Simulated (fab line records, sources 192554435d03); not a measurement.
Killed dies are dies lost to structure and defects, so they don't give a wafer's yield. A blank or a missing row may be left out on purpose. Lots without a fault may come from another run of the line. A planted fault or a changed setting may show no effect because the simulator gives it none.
fab line records | flow n5_finfet | part 1 of 2: steps 1 to 3 of 6
record lots=24 wafers=72 last_day=17
route steps=1938 shown DUMMY_GATE@250 SD_EPI_N@281 SD_EPI_P@311 SD_ACTIVATION@330 ILD0@346 HKMG_FIN@398
lots that met no fault: from a run of the same line without faults
start_h: hours from the record's first day to the start of the lot's first wafer shown | wait_h: hours since the lot's step before | " the same as in the row above | L1.1+2: a row that stands for several wafers | - no value, or no start given | * or withheld: withheld | < > ~ a bound
route shown NAME@n: a module of which the file shows steps, and the number in the route of the first | usual: mean/standard deviation of fault-free wafers | same: alike in all rows | chamber/n: place in a boat | sites: the reading at each site | _std_site: their standard deviation | _edge_site: outer sites' mean less inner sites' | radius_mm: how far each site lies from the wafer's centre | mask NAME#n: copy n | behind: the tool/chamber that last shaped the wafer | hold: why the lot was held/for how many hours/how that ended | device: the transistor (n, p or np) that didn't switch | end of line: the same wafers' tests at the end of the route | a step without rows: its recipe alone | killed: dies lost to structure and defects at the first sort, not the wafer's yield | map: a wafer's dies, x killed, . not, _ none there
set.NAME: the setting as run; set.NAME@STEP: as run at that earlier step | model.NAME: the simulator's own value behind a step, which no gauge read
steps of the route over a sample of lots; a table a step, a row a wafer
services: from which hour (start_h, from the record's first day; less than 0 if before it) a tool's chamber was out of use, for how many hours, and why
## steps
# step N5_DUMMY_GATE_ETCH_42
# recipe chemistry=CHF3/O2 target=SiO2 target_depth_a=35 time_s=31 ion_energy_ev=30 bias_w=12 pressure_mtorr=30 source_w=600 Ar_flow_sccm=200 CHF3_flow_sccm=50 O2_flow_sccm=5
# usual drypump_motor_current_A=5.6/0.52 oes_f_703_au=0.79/0.066 oes_product_au=0.79/0.068 rf_vpp_V=42.2/1.2 showerhead_plenum_p_Torr=2.45/0.097 throttle_valve_pct=18.88/0.19
# columns lot.wafer tool chamber start_h wait_h drypump_motor_current_A oes_f_703_au oes_product_au rf_hours_counter_h rf_vpp_V showerhead_plenum_p_Torr throttle_valve_pct
L074.1 rie_diel-03 0 49.88 0.2 5.3 0.78 0.77 138 41.6 2.42 19.05
L074.2 " 3 " " 5.8 0.80 0.80 67 42.4 2.53 18.76
L074.4 " 2 " " 6.4 0.76 0.78 117 41.7 2.52 18.56
L075.1 rie_diel-03 0 57.37 0.1 5.3 0.78 0.78 141 39.4 2.42 19.06
L075.3 " 3 " " 5.8 0.79 0.81 70 42.7 2.53 18.77
L075.4 " 1 " " 5.2 0.77 0.77 119 40.7 2.43 18.99
L076.2 rie_diel-03 3 62.92 0.0 5.8 0.80 0.81 73 42.9 2.53 18.78
L076.3 " 2 " " 6.5 0.75 0.77 123 42.4 2.52 18.57
L076.5 " 0 " " 5.3 0.77 0.77 - 40.0 2.42 19.06
L077.2 rie_diel-03 3 67.27 0.0 5.8 0.80 0.80 74 43.4 2.53 18.77
L077.5 " 3 " " 5.9 0.80 0.80 - 43.0 2.53 18.79
L077.6 " 2 " " 6.4 0.75 0.78 - 42.4 2.52 18.58
L078.1 rie_diel-01 0 71.65 0.0 6.2 0.74 0.74 152 42.2 2.50 18.83
L078.5 " 2 " " 4.8 0.69 0.68 - 42.6 2.28 19.10
L078.6 " 0 " " 6.2 0.74 0.74 - 40.9 2.50 18.81
L079.1 rie_diel-03 2 77.11 0.0 6.5 0.75 0.77 126 43.6 2.52 18.59
L079.3 " 0 " " 5.3 0.78 0.76 146 42.2 2.42 19.05
L079.4 " 1 " " 5.2 0.76 0.77 123 39.9 2.42 18.98
L080.3 rie_diel-03 2 84.29 0.0 6.4 0.75 0.77 129 42.4 2.52 18.59
L080.4 " 0 " " 5.3 0.77 0.76 148 40.9 2.42 19.06
L080.5 " 0 " " 5.3 0.76 0.77 - 41.4 2.42 19.07
L081.1 rie_diel-01 2 89.91 0.0 4.8 0.69 0.68 249 41.0 2.28 19.12
L081.5 " 3 " " 5.2 0.81 0.80 - 44.0 2.43 19.05
L081.6 " 2 " " 4.8 0.70 0.68 - 41.4 2.28 19.09
L082.3 rie_diel-03 2 94.26 0.0 6.4 0.74 0.78 132 42.6 2.52 18.60
L082.4 " 1 " " 5.2 0.77 0.76 128 42.0 2.42 19.00
L082.6 " 2 " " 6.5 0.74 0.77 - 42.7 2.52 18.61
L083.2 rie_diel-01 3 102.39 0.1 5.2 0.80 0.79 131 42.4 2.43 19.07
L083.4 " 3 " " 5.2 0.79 0.80 - 43.1 2.43 19.03
L083.5 " 1 " " 5.8 0.89 0.91 - 42.7 2.54 18.84
L084.2 rie_diel-01 0 110.57 0.1 6.2 0.73 0.73 167 42.7 2.50 18.85
L084.5 " 1 " " 5.8 0.89 0.90 - 41.6 2.54 18.87
L084.6 " 0 " " 6.2 0.72 0.73 - 42.5 2.50 18.85
L085.2 rie_diel-03 1 115.20 0.0 5.2 0.76 0.75 136 40.4 2.42 19.00
L085.3 " 0 " " 5.3 0.76 0.76 159 40.5 2.41 19.06
L085.4 " 3 " " 5.8 0.78 0.80 89 42.5 2.52 18.80
L086.1 rie_diel-01 3 125.63 0.1 5.2 0.80 0.78 141 42.2 2.43 19.06
L086.3 " 0 " " 6.2 0.72 0.73 173 42.1 2.49 18.86
L086.4 " 1 " " 5.8 0.88 0.89 26 43.0 2.54 18.86
L087.4 rie_diel-01 2 126.93 0.1 4.8 1.00 0.99 2 42.2 2.57 18.69
L087.5 " 1 " " 5.8 0.87 0.90 - 42.6 2.54 18.84
L087.6 " 0 " " 6.2 0.72 0.73 - 42.2 2.49 18.85
L088.3 rie_diel-03 2 134.05 0.1 6.5 0.73 0.75 145 43.2 2.51 18.63
L088.5 " 0 " " 5.3 0.76 0.75 - 42.6 2.41 19.07
L088.6 " 1 " " 5.2 0.75 0.75 - 40.1 2.42 19.03
L089.1 rie_diel-02 1 137.36 0.2 4.9 0.73 0.71 192 42.5 2.31 18.52
L089.3 " 3 " " 5.6 0.87 0.87 42 43.1 2.57 18.79
L089.4 " 0 " " 5.3 0.75 0.74 157 41.2 2.42 19.07
L090.1 rie_diel-02 1 144.19 0.0 4.9 0.72 0.71 194 41.3 2.31 18.54
L090.4 " 0 " " 5.3 0.74 0.74 159 42.6 2.42 19.08
L090.6 " 2 " " 6.1 0.78 0.78 - 44.2 2.24 19.10
L091.2 rie_diel-01 3 147.98 0.0 5.2 0.78 0.77 148 42.3 2.43 19.09
L091.3 " 1 " " 5.8 0.87 0.87 33 43.2 2.54 18.88
L091.5 " 3 " " 5.2 0.78 0.77 - 41.4 2.43 19.08
L092.4 rie_diel-02 3 155.98 0.0 5.6 0.87 0.87 47 44.4 2.56 18.80
L092.5 " 2 " " 6.1 0.78 0.80 - 41.2 2.24 19.08
L092.6 " 3 " " 5.6 0.86 0.88 - 41.8 2.56 18.81
L093.3 rie_diel-02 1 161.98 0.1 4.9 0.71 0.71 198 41.8 2.31 18.54
L093.4 " 3 " " 5.6 0.87 0.87 49 42.3 2.56 18.81
L093.5 " 2 " " 6.1 0.78 0.78 - 42.4 2.24 19.09
L094.1 rie_diel-01 1 167.62 0.0 5.8 0.85 0.86 40 43.1 2.54 18.89
L094.4 " 2 " " 4.8 0.95 0.95 15 44.1 2.56 18.71
L094.6 " 2 " " 4.8 0.94 0.94 - 42.1 2.56 18.71
L095.1 rie_diel-02 0 173.04 0.0 5.3 0.74 0.73 166 43.5 2.42 19.10
L095.3 " 2 " " 6.0 0.78 0.79 109 42.4 2.24 19.11
L095.4 " 1 " " 4.9 0.72 0.70 201 44.2 2.31 18.54
L096.1 rie_diel-02 1 180.83 0.0 4.9 0.71 0.71 203 41.9 2.31 18.55
L096.3 " 2 " " 6.1 0.78 0.79 111 42.6 2.24 19.11
L096.5 " 2 " " 6.1 0.78 0.77 - 39.8 2.24 19.09
L097.3 rie_diel-01 3 185.80 0.0 5.2 0.78 0.76 157 42.9 2.42 19.11
L097.4 " 0 " " 6.2 0.71 0.71 - 41.6 2.49 18.88
L097.6 " 2 " " 4.8 0.93 0.93 - 42.3 2.56 18.69
# step N5_SD_EPI_N_SD_RECESS_17
# recipe chemistry=HBr/Cl2/O2 target_depth_a=410 mask_material=SOC time_s=23.7 bt_time_s=3 pressure_mtorr=10 icp_w=800 bias_w=112 HBr_flow_sccm=150 Cl2_flow_sccm=80 O2_flow_sccm=12
# usual drypump_motor_current_A=5.5/0.4 mfc_cl2_sccm=79.98/0.25 oes_product_au=1.001/0.019 throttle_valve_pct=36.98/0.24
# columns lot.wafer tool chamber start_h wait_h drypump_motor_current_A mfc_cl2_sccm oes_product_au rf_hours_counter_h throttle_valve_pct
L074.1 rie_si-06 3 52.30 0.0 5.8 79.72 0.988 21 36.60
L074.2 " 1 " " 5.4 80.18 1.008 64 36.81
L074.4 " 0 " " 5.3 79.91 0.997 11 37.25
L075.1 rie_si-06 1 59.38 0.0 5.4 80.21 1.004 64 36.81
L075.3 " 3 " " 5.8 79.63 0.990 21 36.61
L075.4 " 2 " " 5.0 80.44 0.972 70 37.11
L076.2 rie_si-06 3 64.81 0.0 5.8 79.98 0.988 21 36.62
L076.3 " 0 " " 5.3 79.98 0.995 11 37.22
L076.5 " 0 " " 5.3 80.00 0.995 - 37.24
L077.2 rie_si-06 0 69.87 0.0 5.3 80.24 0.997 12 37.23
L077.5 " 0 " " 5.3 80.25 0.994 - 37.23
L077.6 " 3 " " 5.8 79.82 0.992 - 36.62
L078.1 rie_si-03 0 73.75 0.0 5.2 79.42 0.994 159 36.74
L078.5 " 2 " " 5.3 79.75 1.039 - 36.74
L078.6 " 3 " " 5.3 79.73 1.006 - 36.99
L079.1 rie_si-06 3 79.12 0.0 5.8 80.07 0.995 21 36.61
L079.3 " 2 " " 5.0 79.74 0.964 71 37.12
L079.4 " 1 " " 5.4 79.39 1.007 65 36.81
L080.3 rie_si-03 1 86.45 0.0 5.8 79.91 1.028 121 37.34
L080.4 " 3 " " 5.2 80.17 1.004 84 36.99
L080.5 " 2 " " 5.3 79.89 1.037 - 36.75
L081.1 rie_si-06 2 92.32 0.0 5.0 80.10 0.970 71 37.12
L081.5 " 1 " " 5.4 79.90 0.996 - 36.82
L081.6 " 2 " " 5.0 80.26 0.971 - 37.11
L082.3 rie_si-03 0 98.29 0.0 5.2 80.05 0.985 160 36.74
L082.4 " 1 " " 5.9 79.74 1.017 122 37.33
L082.6 " 1 " " 5.9 80.23 1.021 - 37.33
L083.2 rie_si-05 1 104.78 0.0 5.2 80.04 1.000 63 37.19
L083.4 " 1 " " 5.2 79.99 1.001 - 37.21
L083.5 " 2 " " 5.6 80.06 0.976 - 36.94
L084.2 rie_si-05 2 112.73 0.0 5.7 79.50 0.972 147 36.92
L084.5 " 3 " " 5.0 80.03 1.003 - 37.34
L084.6 " 0 " " 6.4 79.73 1.022 - 36.75
L085.2 rie_si-05 1 117.09 0.0 5.2 80.08 1.005 63 37.21
L085.3 " 0 " " 6.4 80.15 1.018 81 36.76
L085.4 " 2 " " 5.7 80.73 0.979 147 36.93
L086.1 rie_si-05 2 127.72 0.0 5.6 79.87 0.974 147 36.95
L086.3 " 0 " " 6.4 80.03 1.011 82 36.76
L086.4 " 1 " " 5.2 79.88 1.005 64 37.20
L087.4 rie_si-05 0 129.43 0.0 6.3 79.77 1.022 82 36.77
L087.5 " 0 " " 6.4 79.49 1.019 - 36.75
L087.6 " 3 " " 5.0 79.81 1.000 - 37.31
L088.3 rie_si-05 2 136.07 0.0 5.6 80.37 0.967 147 36.92
L088.5 " 2 " " 5.6 80.28 0.976 - 36.92
L088.6 " 1 " " 5.2 79.55 1.012 - 37.21
L089.1 rie_si-03 1 139.48 0.0 5.8 80.15 1.021 122 37.34
L089.3 " 3 " " 5.3 80.19 0.999 85 36.98
L089.4 " 0 " " 5.2 80.10 1.001 160 36.74
L090.1 rie_si-06 2 146.72 0.0 5.0 80.12 0.965 72 37.11
L090.4 " 3 " " 5.9 79.99 0.988 22 36.61
L090.6 " 2 " " 5.0 79.86 0.971 - 37.13
L091.2 rie_si-05 2 150.42 0.0 5.7 79.83 0.971 147 36.95
L091.3 " 0 " " 6.4 80.20 1.019 82 36.77
L091.5 " 3 " " 5.0 79.94 1.001 - 37.32
L092.4 rie_si-03 2 157.99 0.0 5.3 80.00 1.037 50 36.73
L092.5 " 2 " " 5.3 80.44 1.031 - 36.72
L092.6 " 3 " " 5.3 80.15 1.004 - 36.98
L093.3 rie_si-03 2 164.24 0.0 5.3 79.85 1.030 50 36.73
L093.4 " 1 " " 5.8 79.78 1.018 123 37.34
L093.5 " 0 " " 5.2 80.24 1.003 - 36.75
L094.1 rie_si-06 0 169.72 0.0 5.3 79.78 0.997 13 37.23
L094.4 " 3 " " 5.8 79.64 0.983 23 36.62
L094.6 " 2 " " 5.0 80.31 0.966 - 37.12
L095.1 rie_si-06 0 174.99 0.0 5.3 80.20 1.005 13 37.23
L095.3 " 3 " " 5.8 79.76 0.987 23 36.62
L095.4 " 1 " " 5.3 79.89 1.004 67 36.81
L096.1 rie_si-05 2 185.46 0.0 5.6 79.86 0.979 148 36.93
L096.3 " 1 " " 5.2 80.05 1.004 65 37.18
L096.5 " 3 " " 5.0 80.38 1.002 - 37.36
L097.3 rie_si-03 1 187.80 0.0 5.8 79.93 1.017 123 37.32
L097.4 " 2 " " 5.3 79.91 1.033 51 36.74
L097.6 " 3 " " 5.2 79.95 1.001 - 36.98
# step N5_SD_EPI_P_ETCH_47
# recipe chemistry=CH3F/O2 target=SiOCN target_depth_a=250 mask_material=SOC ion_energy_ev=60 bias_w=29 pressure_mtorr=30 source_w=410 Ar_flow_sccm=150 CH3F_flow_sccm=30 O2_flow_sccm=20
# usual drypump_motor_current_A=5.6/0.52 oes_f_703_au=0.78/0.066 oes_product_au=0.78/0.067 rf_vpp_V=127.0/2.4 showerhead_plenum_p_Torr=2.03/0.084 throttle_valve_pct=16.39/0.19
# columns lot.wafer tool chamber start_h wait_h drypump_motor_current_A oes_f_703_au oes_product_au rf_hours_counter_h rf_vpp_V showerhead_plenum_p_Torr throttle_valve_pct
L074.1 rie_diel-02 2 56.57 0.1 6.1 0.81 0.82 76 126.2 1.86 16.56
L074.2 " 0 " " 5.3 0.77 0.76 131 126.6 2.02 16.54
L074.4 " 3 " " 5.7 0.94 0.93 15 127.1 2.14 16.24
L075.1 rie_diel-01 2 63.65 0.1 4.8 0.71 0.68 241 121.4 1.89 16.63
L075.3 " 0 " " 6.2 0.73 0.74 150 126.0 2.08 16.36
L075.4 " 3 " " 5.2 0.83 0.81 119 125.7 2.02 16.53
L076.2 rie_diel-03 3 69.76 0.1 5.8 0.79 0.81 74 129.9 2.10 16.30
L076.3 " 1 " " 5.2 0.77 0.76 121 123.1 2.02 16.51
L076.5 " 3 " " 5.8 0.79 0.81 - 130.2 2.10 16.29
L077.2 rie_diel-03 0 74.87 0.1 5.3 0.78 0.75 146 124.3 2.01 16.59
L077.5 " 2 " " 6.4 0.75 0.78 - 131.3 2.09 16.10
L077.6 " 3 " " 5.8 0.79 0.80 - 132.0 2.10 16.28
L078.1 rie_diel-01 3 78.75 0.1 5.2 0.81 0.79 124 125.1 2.02 16.54
L078.5 " 2 " " 4.8 0.70 0.68 - 122.3 1.89 16.65
L078.6 " 0 " " 6.2 0.72 0.74 - 127.5 2.08 16.38
L079.1 rie_diel-02 1 84.51 0.1 4.9 0.74 0.73 172 128.2 1.92 16.06
L079.3 " 0 " " 5.3 0.77 0.75 140 127.4 2.01 16.54
L079.4 " 3 " " 5.6 0.91 0.90 24 127.3 2.14 16.25
L080.3 rie_diel-02 3 91.41 0.1 5.6 0.91 0.89 26 126.5 2.14 16.27
L080.4 " 1 " " 4.9 0.74 0.72 174 127.4 1.92 16.07
L080.5 " 1 " " 4.9 0.74 0.72 - 128.1 1.92 16.05
L081.1 rie_diel-02 2 96.84 0.1 6.1 0.79 0.81 90 127.0 1.86 16.57
L081.5 " 1 " " 4.9 0.74 0.72 - 126.4 1.92 16.08
L081.6 " 2 " " 6.0 0.79 0.81 - 126.3 1.86 16.56
L082.3 rie_diel-02 3 103.31 0.1 5.6 0.91 0.89 30 127.2 2.14 16.27
L082.4 " 3 " " 5.6 0.91 0.90 - 128.3 2.14 16.28
L082.6 " 1 " " 4.9 0.74 0.73 - 126.9 1.92 16.08
L083.2 rie_diel-03 1 109.88 0.1 5.2 0.75 0.74 134 122.6 2.01 16.55
L083.4 " 3 " " 5.8 0.77 0.80 87 130.7 2.10 16.31
L083.5 " 3 " " 5.8 0.78 0.80 - 130.8 2.10 16.31
L084.2 rie_diel-03 2 117.10 0.1 6.4 0.74 0.76 140 130.9 2.08 16.11
L084.5 " 1 " " 5.2 0.75 0.74 - 124.5 2.01 16.54
L084.6 " 2 " " 6.4 0.75 0.75 - 131.7 2.08 16.14
L085.2 rie_diel-03 0 122.10 0.1 5.3 0.76 0.74 161 123.5 2.00 16.60
L085.3 " 3 " " 5.8 0.77 0.79 91 131.0 2.10 16.31
L085.4 " 1 " " 5.2 0.75 0.75 137 121.5 2.01 16.56
L086.1 rie_diel-03 3 133.24 0.1 5.8 0.77 0.79 94 132.2 2.10 16.34
L086.3 " 1 " " 5.2 0.74 0.74 142 124.0 2.01 16.58
L086.4 " 0 " " 5.3 0.76 0.74 165 124.9 2.00 16.61
L087.4 rie_diel-03 2 133.90 0.1 6.4 0.74 0.75 145 130.5 2.08 16.12
L087.5 " 3 " " 5.9 0.76 0.78 - 130.4 2.10 16.32
L087.6 " 0 " " 5.3 0.76 0.75 - 122.7 2.00 16.60
L088.3 rie_diel-01 2 140.64 0.1 4.8 0.98 0.96 6 127.0 2.13 16.17
L088.5 " 2 " " 4.8 0.97 0.97 - 125.7 2.13 16.20
L088.6 " 3 " " 5.2 0.80 0.77 - 126.6 2.01 16.58
L089.1 rie_diel-03 0 145.34 0.1 5.3 0.76 0.74 169 123.0 2.00 16.61
L089.3 " 2 " " 6.4 0.73 0.75 149 130.7 2.08 16.14
L089.4 " 3 " " 5.8 0.76 0.78 99 128.4 2.10 16.32
L090.1 rie_diel-02 3 151.66 0.1 5.6 0.88 0.86 46 127.6 2.13 16.31
L090.4 " 2 " " 6.1 0.78 0.79 104 127.8 1.85 16.59
L090.6 " 0 " " 5.3 0.76 0.74 - 126.4 2.01 16.60
L091.2 rie_diel-01 2 156.90 0.1 4.8 0.96 0.94 11 124.5 2.13 16.18
L091.3 " 3 " " 5.2 0.79 0.77 150 126.2 2.01 16.58
L091.5 " 1 " " 5.8 0.85 0.86 - 129.2 2.10 16.36
L092.4 rie_diel-02 1 163.17 0.1 4.9 0.72 0.72 199 126.9 1.91 16.12
L092.5 " 1 " " 4.9 0.72 0.70 - 126.7 1.91 16.11
L092.6 " 2 " " 6.1 0.78 0.79 - 126.3 1.85 16.61
L093.3 rie_diel-02 2 168.45 0.1 6.1 0.78 0.79 109 127.4 1.85 16.62
L093.4 " 3 " " 5.6 0.87 0.87 51 129.3 2.13 16.33
L093.5 " 2 " " 6.1 0.78 0.80 - 126.9 1.85 16.60
L094.1 rie_diel-01 0 174.43 0.1 6.2 0.71 0.71 186 126.7 2.07 16.43
L094.4 " 3 " " 5.2 0.79 0.77 154 125.2 2.01 16.60
L094.6 " 1 " " 5.8 0.84 0.85 - 127.2 2.10 16.36
L095.1 rie_diel-03 2 179.42 0.1 6.4 0.73 0.75 155 130.4 2.08 16.16
L095.3 " 3 " " 5.9 0.76 0.78 108 129.9 2.09 16.36
L095.4 " 1 " " 5.2 0.74 0.73 153 123.7 2.01 16.58
L096.1 rie_diel-01 2 189.99 0.1 4.8 0.94 0.94 20 124.6 2.13 16.22
L096.3 " 3 " " 5.2 0.79 0.77 159 125.3 2.01 16.60
L096.5 " 3 " " 5.2 0.79 0.76 - 125.9 2.01 16.61
L097.3 rie_diel-01 3 191.98 0.1 5.2 0.79 0.76 160 125.9 2.01 16.61
L097.4 " 2 " " 4.8 0.93 0.92 - 126.5 2.13 16.20
L097.6 " 0 " " 6.2 0.70 0.70 - 126.4 2.07 16.45
